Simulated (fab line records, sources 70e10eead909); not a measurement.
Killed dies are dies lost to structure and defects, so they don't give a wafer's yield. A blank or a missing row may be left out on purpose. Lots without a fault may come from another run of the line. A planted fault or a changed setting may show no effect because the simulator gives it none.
fab line records | flow nand_harc
record lots=24 wafers=72 last_day=26
route steps=1159 shown P_CONTACT@240 P_M0@275 P_M1@310 P_M2@345
lots that met no fault: from a run of the same line without faults
start_h: hours from the record's first day to the start of the lot's first wafer shown | wait_h: hours since the lot's step before | " the same as in the row above | L1.1+2: a row that stands for several wafers | - no value, or no start given | * or withheld: withheld | < > ~ a bound
route shown NAME@n: a module of which the file shows steps, and the number in the route of the first | usual: mean/standard deviation of fault-free wafers | same: alike in all rows | chamber/n: place in a boat | sites: the reading at each site | _std_site: their standard deviation | _edge_site: outer sites' mean less inner sites' | radius_mm: how far each site lies from the wafer's centre | mask NAME#n: copy n | behind: the tool/chamber that last shaped the wafer | hold: why the lot was held/for how many hours/how that ended | device: the transistor (n, p or np) that didn't switch | end of line: the same wafers' tests at the end of the route | a step without rows: its recipe alone | killed: dies lost to structure and defects at the first sort, not the wafer's yield | map: a wafer's dies, x killed, . not, _ none there
set.NAME: the setting as run; set.NAME@STEP: as run at that earlier step | model.NAME: the simulator's own value behind a step, which no gauge read
steps of the route over a sample of lots; a table a step, a row a wafer
services: from which hour (start_h, from the record's first day; less than 0 if before it) a tool's chamber was out of use, for how many hours, and why
## steps
# step NHARC_P_CONTACT_ETCH_31
# recipe target_depth_a=300 time_s=85.7 ion_energy_ev=120 over_etch_frac=1 ch3f_flow_sccm=50 o2_flow_sccm=30 ar_flow_sccm=200 rf_w=500 bias_w=100 chemistry=CH3F/O2
# usual bias_w=100.0/0.32 chamber_pressure_mTorr=25.001/0.025 drypump_motor_current_A=6.0/0.46 oes_product_au=0.986/0.02 rf_vpp_V=244.9/1.7 showerhead_plenum_p_Torr=2.50/0.1 throttle_valve_pct=20.664/0.0095
# same over_etch_frac=1
# columns lot.wafer tool chamber start_h wait_h bias_w chamber_pressure_mTorr drypump_motor_current_A oes_product_au rf_hours_counter_h rf_vpp_V showerhead_plenum_p_Torr throttle_valve_pct
L074.4 rie_diel-06 3 - - 100.1 24.951 6.3 0.972 3 245.0 2.56 20.672
L074.3 " 2 " " 100.1 24.982 6.0 1.000 3 243.7 2.45 20.663
L074.5 " 3 " " 100.3 24.967 6.3 0.992 - 245.4 2.56 20.679
L075.4 rie_diel-06 2 - - 99.7 24.977 6.0 1.014 4 244.4 2.45 20.669
L075.3 " 3 " " 100.0 25.019 6.3 0.992 4 246.3 2.56 20.668
L075.5 " 1 " " 99.9 25.011 5.4 1.004 - 245.3 2.56 20.670
L076.4 rie_diel-11 1 - - 99.8 24.997 5.3 0.973 38 245.3 2.57 20.679
L076.3 " 2 " " 99.8 25.022 5.5 0.969 31 243.1 2.39 20.669
L076.1 " 3 " " 99.7 24.995 6.5 0.966 27 244.5 2.41 20.659
L077.2 rie_diel-06 2 - - 99.9 25.047 6.0 0.956 4 244.5 2.45 20.662
L077.1 " 3 " " 100.3 25.036 6.3 0.934 4 246.6 2.56 20.669
L077.5 " 1 " " 100.0 24.996 5.3 0.956 - 246.1 2.56 20.675
L078.1 rie_diel-05 2 - - 100.3 24.994 6.3 0.995 14 246.6 2.62 20.672
L078.2 " 3 " " 100.0 25.011 6.4 1.007 14 246.6 2.64 20.652
L078.4 " 1 " " 100.1 24.983 5.8 1.005 14 244.8 2.49 20.656
L080.2 rie_diel-05 1 - - 99.8 24.989 5.9 1.002 15 245.4 2.49 20.674
L080.3 " 2 " " 100.6 25.010 6.3 0.983 16 247.4 2.62 20.648
L080.5 " 0 " " 99.4 24.992 5.2 1.004 - 241.8 2.30 20.654
L079.4 rie_diel-05 1 - - 99.6 24.970 5.8 0.989 15 245.2 2.49 20.656
L079.2 " 2 " " 99.3 24.991 6.4 0.980 16 245.2 2.62 20.654
L079.5 " 3 " " 100.0 25.002 6.4 1.007 - 247.8 2.64 20.650
L081.5 rie_diel-06 3 - - 100.3 25.027 6.3 0.982 - 244.8 2.56 20.673
L081.4 " 1 " " 100.4 25.011 5.4 0.991 - 244.4 2.56 20.666
L081.6 " 2 " " 100.1 24.966 6.0 0.984 - 245.2 2.45 20.689
L082.3 rie_diel-05 2 - - 99.8 24.982 6.3 0.989 18 247.5 2.62 20.660
L082.6 " 3 " " 99.7 24.989 6.4 1.000 - 245.8 2.64 20.661
L082.5 " 0 " " 99.9 25.012 5.2 0.988 - 241.1 2.30 20.651
L083.3 rie_diel-11 3 - - 99.9 25.035 6.4 1.001 45 243.5 2.40 20.664
L083.4 " 0 " " 100.5 25.006 6.2 1.002 54 242.0 2.30 20.667
L083.2 " 1 " " 99.9 24.952 5.3 1.001 54 245.2 2.57 20.669
L084.2 rie_diel-06 1 163.87 0.1 99.8 25.001 5.3 1.010 8 246.2 2.56 20.666
L084.4 " 2 " " 100.0 24.993 6.0 1.010 - 246.1 2.45 20.674
L084.6 " 2 " " 99.7 24.994 6.0 1.014 - 244.4 2.45 20.670
L087.4 rie_diel-06 0 - - 99.5 24.980 6.4 0.994 7 246.4 2.49 20.658
L087.2 " 1 " " 99.7 24.996 5.3 1.007 11 246.6 2.56 20.669
L087.6 " 3 " " 100.2 24.985 6.3 0.976 - 245.9 2.56 20.667
L085.4 rie_diel-05 2 - - 100.5 24.950 6.3 0.971 1 246.8 2.62 20.669
L085.2 " 0 " " 99.9 24.987 5.2 0.981 1 241.2 2.30 20.652
L085.6 " 3 " " 100.0 24.983 6.4 0.980 - 247.8 2.64 20.664
L086.3 rie_diel-06 3 - - 100.2 24.983 6.3 1.002 10 245.1 2.56 20.676
L086.2 " 1 " " 99.9 25.014 5.3 0.993 11 245.6 2.56 20.656
L086.6 " 3 " " 100.0 25.025 6.3 0.988 - 246.6 2.56 20.665
L089.4 rie_diel-05 2 - - 100.1 25.008 6.4 0.930 2 245.7 2.62 20.669
L089.2 " 0 " " 100.1 25.003 5.2 0.970 2 242.5 2.30 20.674
L089.5 " 1 " " 100.2 24.975 5.9 0.977 - 245.4 2.49 20.661
L088.2 rie_diel-06 1 - - 99.9 25.002 5.4 0.979 12 245.1 2.56 20.657
L088.1 " 2 " " 100.1 24.949 6.0 0.971 12 244.0 2.44 20.659
L088.5 " 0 " " 100.1 24.995 6.4 0.966 - 245.2 2.49 20.671
L090.2 rie_diel-05 0 - - 100.3 24.994 5.2 0.998 4 242.8 2.30 20.653
L090.6 " 3 " " 99.9 24.950 6.4 0.987 - 248.4 2.64 20.670
L090.5 " 0 " " 100.0 25.023 5.2 0.981 - 241.8 2.29 20.667
L092.1 rie_diel-06 3 - - 100.2 25.044 6.3 1.006 13 245.8 2.56 20.668
L092.4 " 0 " " 100.2 24.969 6.4 0.998 11 243.7 2.49 20.663
L092.3 " 1 " " 99.9 25.017 5.4 0.995 15 244.8 2.55 20.665
L091.2 rie_diel-06 1 - - 100.1 25.012 5.3 0.997 15 246.6 2.55 20.664
L091.3 " 3 " " 100.0 25.008 6.3 0.995 13 245.5 2.56 20.669
L091.6 " 1 " " 100.2 24.940 5.4 0.987 - 245.0 2.55 20.660
L093.2 rie_diel-06 3 - - 100.4 24.974 6.3 0.991 14 245.2 2.56 20.677
L093.1 " 0 " " 99.7 25.023 6.3 0.986 12 245.9 2.49 20.672
L093.5 " 1 " " 100.4 24.981 5.4 0.999 - 244.8 2.55 20.660
L094.1 rie_diel-05 1 - - 99.7 24.959 5.8 0.995 6 244.3 2.48 20.662
L094.2 " 3 " " 100.3 25.009 6.4 0.977 7 246.7 2.64 20.673
L094.3 " 0 " " 100.7 25.023 5.2 0.987 7 242.8 2.29 20.671
L095.2 rie_diel-06 1 - - 100.2 24.977 5.3 1.006 17 245.5 2.55 20.665
L095.3 " 3 " " 99.8 25.004 6.3 0.968 14 246.1 2.56 20.658
L095.6 " 2 " " 99.7 25.003 5.9 0.987 - 243.6 2.44 20.669
L097.2 rie_diel-11 3 - - 100.6 24.986 6.4 1.014 19 242.0 2.39 20.655
L097.4 " 0 " " 99.2 24.960 6.2 1.014 - 240.8 2.28 20.673
L097.6 " 3 " " 100.5 25.037 6.4 1.009 - 243.5 2.39 20.661
L096.3 rie_diel-11 3 - - 100.7 24.970 6.4 0.941 22 243.5 2.39 20.662
L096.2 " 0 " " 100.6 25.032 6.3 0.946 22 241.6 2.28 20.662
L096.6 " 1 " " 100.3 25.026 5.3 0.927 - 244.4 2.55 20.650
# step NHARC_P_CONTACT_CMP_24
# recipe t_overpolish_s=30 target_thk_nm=200
# usual motor_current_A=11.6/1.2 overpolish_run_s=30.000/0.0087 time_to_endpoint_s=39.2/2.9
# columns lot.wafer tool chamber start_h wait_h motor_current_A overpolish_run_s time_to_endpoint_s
L074.4 cmp-01 0 113.35 0.3 11.3 30.005 37.0
L074.3 " 1 " " 11.4 30.004 39.7
L074.5 " 3 " " 12.2 30.004 33.9
L075.4 cmp-02 3 124.92 0.3 10.6 29.996 40.1
L075.3 " 1 " " 11.9 29.979 40.5
L075.5 " 3 " " 10.6 29.984 35.9
L076.3 cmp-01 0 128.29 0.4 11.5 30.005 35.0
L076.4 " 1 " " 11.4 29.998 38.5
L076.1 " 2 " " 11.7 29.997 36.4
L077.2 cmp-02 0 133.20 0.6 9.7 30.011 39.1
L077.1 " 2 " " 14.2 30.000 44.4
L077.5 " 3 " " 11.2 29.998 42.2
L078.1 cmp-02 3 135.22 0.5 10.5 29.994 41.5
L078.2 " 1 " " 12.0 29.991 45.7
L078.4 " 2 " " 13.5 29.998 42.5
L080.3 cmp-03 3 151.04 0.3 10.7 30.022 36.5
L080.2 " 0 " " 11.6 30.005 34.2
L080.5 " 2 " " 13.1 30.010 36.0
L079.4 cmp-03 3 151.55 0.4 10.6 30.009 41.5
L079.2 " 1 " " 11.8 29.995 42.2
L079.5 " 0 " " 12.8 29.987 36.8
L081.4 cmp-02 2 161.32 0.4 14.1 30.014 42.2
L081.6 " 2 " " 12.8 29.999 41.8
L081.5 " 3 " " 10.8 30.005 40.7
L082.3 cmp-02 1 164.89 0.3 11.5 30.011 44.4
L082.6 " 1 " " 12.6 30.011 42.2
L082.5 " 2 " " 13.9 29.981 42.1
L083.4 cmp-01 2 169.43 0.3 11.3 29.998 39.9
L083.2 " 3 " " 11.9 29.996 40.0
L083.3 " 0 " " 11.5 29.980 41.3
L084.2 cmp-02 3 169.95 0.6 10.8 30.006 43.2
L084.4 " 0 " " 9.6 29.998 39.7
L084.6 " 3 " " 10.2 30.003 43.5
L087.2 cmp-03 2 190.23 0.5 12.7 30.005 41.6
L087.4 " 0 " " 11.6 29.987 38.2
L087.6 " 2 " " 13.2 30.010 40.6
L085.4 cmp-01 2 191.51 0.3 12.0 29.981 36.9
L085.2 " 0 " " 11.5 30.009 34.8
L085.6 " 1 " " 10.7 29.990 36.3
L086.2 cmp-02 3 191.79 0.6 11.1 29.981 41.2
L086.3 " 0 " " 9.3 30.010 41.2
L086.6 " 0 " " 10.4 29.998 41.2
L089.4 cmp-02 2 201.93 0.3 13.4 30.003 39.3
L089.2 " 0 " " 9.6 29.991 35.4
L089.5 " 2 " " 13.4 29.998 36.2
L088.1 cmp-01 3 206.74 0.5 11.8 30.006 37.8
L088.2 " 2 " " 12.2 30.011 38.7
L088.5 " 3 " " 11.4 30.005 39.0
L090.2 cmp-03 0 217.99 0.6 12.2 29.996 37.5
L090.6 " 1 " " 12.4 30.003 37.4
L090.5 " 2 " " 13.0 30.000 41.8
L092.3 cmp-03 2 222.05 0.4 12.9 29.997 40.5
L092.4 " 3 " " 9.8 30.006 42.5
L092.1 " 1 " " 11.8 29.999 41.1
L091.2 cmp-01 2 222.62 0.5 11.2 30.002 39.6
L091.3 " 3 " " 11.9 30.010 39.3
L091.6 " 2 " " 11.9 29.997 36.9
L093.1 cmp-02 2 232.58 0.5 13.2 29.988 42.7
L093.2 " 1 " " 11.9 30.000 43.0
L093.5 " 3 " " 11.3 29.995 39.8
L094.3 cmp-03 3 233.12 0.3 10.7 30.005 42.2
L094.1 " 0 " " 12.2 30.014 34.9
L094.2 " 1 " " 12.2 29.995 42.3
L095.3 cmp-02 0 236.16 0.3 9.6 29.992 35.9
L095.2 " 1 " " 11.8 30.010 39.7
L095.6 " 3 " " 11.5 29.996 34.4
L097.2 cmp-02 2 250.93 0.6 13.4 29.993 38.5
L097.4 " 1 " " 11.3 30.002 40.5
L097.6 " 3 " " 10.4 30.011 34.1
L096.2 cmp-01 0 252.17 0.5 11.6 29.991 39.0
L096.3 " 1 " " 11.0 30.008 42.5
L096.6 " 0 " " 11.7 30.009 36.9
# step NHARC_P_M0_PVD_21
# recipe target_thk_a=300 chamber_pressure_pa=5 power_w=5000 substrate_temp_c=30 time_s=20.49 material=Cu
# usual throttle_valve_pct=29.3/0.97
# columns lot.wafer tool chamber start_h wait_h throttle_valve_pct
L074.3 pvd_sputter-02 - - - 28.6
L074.4 " - " " 27.8
L074.5 " - " " 28.7
L075.4 pvd_sputter-01 - - - 28.8
L075.3 " - " " 28.5
L075.5 " - " " 30.3
L076.1 pvd_sputter-03 - - - 28.8
L076.3 " - " " 30.2
L076.4 " - " " 30.7
L077.1 pvd_sputter-01 - - - 30.5
L077.2 " - " " 28.9
L077.5 " - " " 28.8
L078.4 pvd_sputter-02 - - - 28.1
L078.2 " - " " 28.5
L078.1 " - " " 28.1
L080.2 pvd_sputter-02 - - - 28.2
L080.3 " - " " 28.5
L080.5 " - " " 28.1
L079.4 pvd_sputter-01 - - - 30.4
L079.2 " - " " 28.8
L079.5 " - " " 31.2
L081.4 pvd_sputter-03 - - - 30.8
L081.5 " - " " 28.7
L081.6 " - " " 29.7
L082.3 pvd_sputter-02 - - - 28.3
L082.6 " - " " 28.5
L082.5 " - " " 28.2
L083.3 pvd_sputter-03 - - - 28.4
L083.4 " - " " 29.8
L083.2 " - " " 29.9
L084.4 pvd_sputter-01 - - - 29.6
L084.2 " - " " 29.5
L084.6 " - " " 29.8
L087.2 pvd_sputter-03 - - - 29.6
L087.4 " - " " 30.2
L087.6 " - " " 30.8
L085.2 pvd_sputter-02 - - - 28.1
L085.4 " - " " 28.6
L085.6 " - " " 28.7
L086.2 pvd_sputter-01 - - - 29.5
L086.3 " - " " 29.6
L086.6 " - " " 29.8
L089.2 pvd_sputter-02 - - - 28.4
L089.4 " - " " 28.2
L089.5 " - " " 28.7
L088.1 pvd_sputter-03 - - - 30.3
L088.2 " - " " 31.0
L088.5 " - " " 28.9
L090.2 pvd_sputter-03 - - - 29.0
L090.6 " - " " 29.8
L090.5 " - " " 30.8
L092.3 pvd_sputter-02 - - - 29.5
L092.1 " - " " 28.3
L092.4 " - " " 29.0
L091.2 pvd_sputter-02 - - - 28.7
L091.3 " - " " 28.9
L091.6 " - " " 29.6
L093.2 pvd_sputter-02 - - - 28.4
L093.1 " - " " 28.8
L093.5 " - " " 29.7
L094.3 pvd_sputter-02 - - - 28.6
L094.1 " - " " 28.2
L094.2 " - " " 29.2
L095.3 pvd_sputter-01 - - - 29.6
L095.2 " - " " 31.4
L095.6 " - " " 29.8
L097.2 pvd_sputter-01 - - - 29.8
L097.4 " - " " 29.6
L097.6 " - " " 29.9
L096.2 pvd_sputter-01 - - - 29.6
L096.3 " - " " 31.6
L096.6 " - " " 29.7
# step NHARC_P_M1_ANNEAL_31
# recipe temp_c=225 time_s=90
# usual wafer_temp_C_max=226.33/0.28
# columns lot.wafer tool chamber start_h wait_h wafer_temp_C_max
L074.3 rtp_anneal-01 0 121.18 - 226.73
L074.4 " 0 " " 226.38
L074.5 " 0 " " 226.35
L075.3 rtp_anneal-01 0 132.26 - 226.27
L075.4 " 0 " " 226.17
L075.5 " 0 " " 226.46
L076.1 rtp_anneal-01 0 135.40 0.3 226.30
L076.3 " 0 " " 226.19
L076.4 " 0 " " 226.96
L077.1 rtp_anneal-01 0 140.47 0.3 226.18
L077.2 " 0 " " 226.73
L077.5 " 0 " " 226.52
L078.1 rtp_anneal-01 0 142.63 - 226.53
L078.2 " 0 " " 226.81
L078.4 " 0 " " 226.40
L080.2 rtp_anneal-01 0 158.53 - 226.04
L080.3 " 0 " " 226.27
L080.5 " 0 " " 226.42
L079.2 rtp_anneal-02 0 158.87 - 225.89
L079.4 " 0 " " 226.37
L079.5 " 0 " " 226.33
L081.4 rtp_anneal-02 0 169.00 - 226.37
L081.5 " 0 " " 226.47
L081.6 " 0 " " 226.72
L082.3 rtp_anneal-02 0 172.50 - 226.17
L082.5 " 0 " " 226.12
L082.6 " 0 " " 226.17
L083.2 rtp_anneal-02 0 176.90 - 226.67
L083.3 " 0 " " 226.13
L083.4 " 0 " " 226.91
L084.2 rtp_anneal-01 0 177.28 - 226.12
L084.4 " 0 " " 225.99
L084.6 " 0 " " 226.11
L087.2 rtp_anneal-01 0 197.60 0.4 226.28
L087.4 " 0 " " 226.60
L087.6 " 0 " " 226.30
L085.2 rtp_anneal-01 0 199.00 - 226.23
L085.4 " 0 " " 226.16
L085.6 " 0 " " 226.05
L086.2 rtp_anneal-01 0 199.70 - 226.34
L086.3 " 0 " " 225.89
L086.6 " 0 " " 226.41
L089.2 rtp_anneal-02 0 209.50 0.3 226.20
L089.4 " 0 " " 226.32
L089.5 " 0 " " 226.47
L088.1 rtp_anneal-01 0 214.20 0.3 226.67
L088.2 " 0 " " 226.48
L088.5 " 0 " " 226.39
L090.2 rtp_anneal-01 0 225.38 0.4 226.06
L090.5 " 0 " " 226.32
L090.6 " 0 " " 226.49
L092.1 rtp_anneal-01 0 229.49 0.3 225.75
L092.3 " 0 " " 225.90
L092.4 " 0 " " 225.73
L091.2 rtp_anneal-01 0 230.06 - 226.27
L091.3 " 0 " " 226.34
L091.6 " 0 " " 225.82
L093.1 rtp_anneal-02 0 239.85 - 226.46
L093.2 " 0 " " 226.17
L093.5 " 0 " " 226.47
L094.1 rtp_anneal-02 0 240.79 - 227.07
L094.2 " 0 " " 226.14
L094.3 " 0 " " 226.27
L095.2 rtp_anneal-02 0 243.44 0.3 225.92
L095.3 " 0 " " 226.35
L095.6 " 0 " " 226.21
L097.2 rtp_anneal-02 0 258.41 0.4 226.13
L097.4 " 0 " " 225.86
L097.6 " 0 " " 226.36
L096.2 rtp_anneal-02 0 259.79 0.6 226.66
L096.3 " 0 " " 226.09
L096.6 " 0 " " 226.08
# step NHARC_P_M1_DEP_33
# recipe target_thk_a=300 temp_c=370 target_thk_nm=30 pressure_torr=3 flow_sccm=200 rf_w=450 material=SiCN
# usual heater_power_outer_w=304/46 heater_power_w=563/60
# columns lot.wafer tool chamber start_h wait_h heater_power_outer_w heater_power_w
L074.3 pecvd-01 2 122.10 0.1 255 535
L074.5 " 1 " " 382 625
L074.4 " 0 " " 319 570
L075.3 pecvd-02 2 133.21 0.1 233 486
L075.4 " 1 " " 294 573
L075.5 " 2 " " 247 481
L076.3 pecvd-01 2 136.37 0.1 335 656
L076.1 " 1 " " 394 646
L076.4 " 1 " " 391 658
L077.2 pecvd-02 0 141.48 0.1 300 568
L077.1 " 1 " " 339 641
L077.5 " 0 " " 296 563
L078.1 pecvd-04 2 143.64 0.1 347 626
L078.2 " 0 " " 274 570
L078.4 " 1 " " 313 503
L080.3 pecvd-01 0 159.47 0.1 283 529
L080.2 " 2 " " 274 562
L080.5 " 2 " " 276 555
L079.2 pecvd-04 0 159.83 0.1 297 595
L079.5 " 0 " " 298 580
L079.4 " 1 " " 274 464
L081.5 pecvd-02 1 169.93 0.2 269 531
L081.6 " 2 " " 267 517
L081.4 " 0 " " 276 545
L082.3 pecvd-04 1 173.39 0.1 323 517
L082.5 " 1 " " 322 530
L082.6 " 0 " " 221 475
L083.3 pecvd-04 2 177.82 0.1 337 594
L083.2 " 1 " " 279 461
L083.4 " 0 " " 300 590
L084.2 pecvd-04 0 178.28 0.1 230 519
L084.6 " 2 " " 308 574
L084.4 " 0 " " 231 515
L087.2 pecvd-02 0 198.56 0.1 291 555
L087.6 " 0 " " 298 558
L087.4 " 1 " " 287 555
L085.2 pecvd-01 0 199.91 0.1 334 575
L085.4 " 0 " " 327 576
L085.6 " 2 " " 323 627
L086.3 pecvd-01 0 200.67 0.1 326 600
L086.2 " 1 " " 349 578
L086.6 " 2 " " 309 617
L089.2 pecvd-02 1 210.44 0.1 255 513
L089.4 " 1 " " 256 517
L089.5 " 0 " " 339 615
L088.1 pecvd-02 1 215.19 0.1 285 554
L088.2 " 0 " " 362 654
L088.5 " 2 " " 190 432
L090.2 pecvd-01 1 226.38 0.1 356 600
L090.5 " 2 " " 296 596
L090.6 " 0 " " 288 530
L092.1 pecvd-01 2 230.52 0.1 287 579
L092.3 " 1 " " 346 565
L092.4 " 1 " " 358 581
L091.3 pecvd-01 2 230.97 0.1 319 621
L091.2 " 1 " " 360 593
L091.6 " 1 " " 359 600
L093.1 pecvd-04 1 240.82 0.1 283 485
L093.2 " 0 " " 224 502
L093.5 " 2 " " 303 550
L094.1 pecvd-04 0 241.75 0.1 275 537
L094.3 " 1 " " 315 520
L094.2 " 2 " " 347 606
L095.3 pecvd-02 1 244.35 0.1 223 460
L095.2 " 0 " " 319 595
L095.6 " 1 " " 226 469
L097.2 pecvd-04 2 259.41 0.1 308 569
L097.6 " 1 " " 312 523
L097.4 " 2 " " 307 568
L096.3 pecvd-01 1 260.71 0.1 360 593
L096.2 " 2 " " 340 672
L096.6 " 2 " " 359 678
# step NHARC_P_M2_THK_MEAS_24
# recipe thk_meas_gauge=xrf
# usual thk_nm=143.9/1.4
# columns lot.wafer tool chamber start_h wait_h thk_nm
L074.3 film_metro-01 - 125.78 - 143.9
L074.4 " - " " 141.7
L074.5 " - " " 144.0
L075.3 film_metro-02 - 136.99 - 145.2
L075.4 " - " " 146.3
L075.5 " - " " 144.0
L076.1 film_metro-02 - 140.25 - 145.9
L076.3 " - " " 142.6
L076.4 " - " " 147.6
L077.1 film_metro-01 - 145.22 - 144.1
L077.2 " - " " 142.1
L077.5 " - " " 143.4
L078.1 film_metro-02 - 147.72 - 141.2
L078.2 " - " " 143.2
L078.4 " - " " 145.4
L080.2 film_metro-01 - 163.36 - 140.7
L080.3 " - " " 144.1
L080.5 " - " " 144.4
L079.2 film_metro-01 - 163.98 - 145.1
L079.4 " - " " 144.5
L079.5 " - " " 141.8
L081.4 film_metro-01 - 173.59 - 145.0
L081.5 " - " " 143.4
L081.6 " - " " 142.8
L082.3 film_metro-01 - 177.17 - 143.6
L082.5 " - " " 143.3
L082.6 " - " " 144.9
L083.2 film_metro-02 - 181.65 - 142.5
L083.3 " - " " 143.8
L083.4 " - " " 143.8
L084.2 film_metro-01 - 182.14 - 143.3
L084.4 " - " " 142.3
L084.6 " - " " 143.3
L087.2 film_metro-01 - 202.57 - 142.3
L087.4 " - " " 144.4
L087.6 " - " " 143.4
L085.2 film_metro-02 - 203.63 - 145.5
L085.4 " - " " 143.0
L085.6 " - " " 143.1
L086.2 film_metro-01 - 204.50 - 144.6
L086.3 " - " " 142.0
L086.6 " - " " 144.8
L089.2 film_metro-01 - 214.24 - 144.1
L089.4 " - " " 142.5
L089.5 " - " " 142.4
L088.1 film_metro-01 - 219.10 - 146.1
L088.2 " - " " 145.3
L088.5 " - " " 145.2
L090.2 film_metro-02 - 230.32 - 142.9
L090.5 " - " " 144.3
L090.6 " - " " 142.7
L092.1 film_metro-02 - 234.40 - 143.4
L092.3 " - " " 146.7
L092.4 " - " " 144.8
L091.2 film_metro-01 - 234.90 - 143.3
L091.3 " - " " 145.8
L091.6 " - " " 143.7
L093.1 film_metro-01 - 244.79 - 143.2
L093.2 " - " " 142.5
L093.5 " - " " 145.8
L094.1 film_metro-01 - 245.94 - 143.2
L094.2 " - " " 144.1
L094.3 " - " " 143.8
L095.2 film_metro-01 - 248.20 - 144.1
L095.3 " - " " 145.5
L095.6 " - " " 144.2
L097.2 film_metro-02 - 263.18 - 141.4
L097.4 " - " " 143.7
L097.6 " - " " 142.8
L096.2 film_metro-01 - 264.52 - 143.8
L096.3 " - " " 144.6
L096.6 " - " " 146.4
## services
# columns tool chamber start_h hours kind
cmp-03 - 94.70 1.3 repair
rie_diel-06 - 106.28 0.8 repair
cmp-02 - 128.06 1.1 repair
cmp-02 - 129.18 4.0 pm
pvd_sputter-02 - 134.85 0.8 repair
rie_diel-06 0 147.49 22.1 repair
pecvd-02 - 153.00 13.0 pm
pvd_sputter-01 - 158.03 10.0 pm
rie_diel-06 3 160.11 5.6 repair
rie_diel-05 - 163.67 9.0 pm
cmp-01 - 174.60 0.8 repair
cmp-01 - 179.50 4.0 pm
cmp-01 - 183.92 0.8 repair
pecvd-04 - 195.56 13.0 pm
pvd_sputter-02 - 214.00 10.0 pm
pvd_sputter-01 - 222.21 9.6 repair
cmp-02 - 227.18 4.0 pm
rie_diel-05 0 228.59 1.6 repair
pecvd-01 - 237.10 13.0 pm
rie_diel-06 - 241.20 9.0 pm
cmp-01 - 246.61 4.5 repair
pvd_sputter-01 - 246.78 2.8 repair
rie_diel-05 - 248.23 5.1 repair
rie_diel-05 2 255.34 15.7 repair
## key
fault none
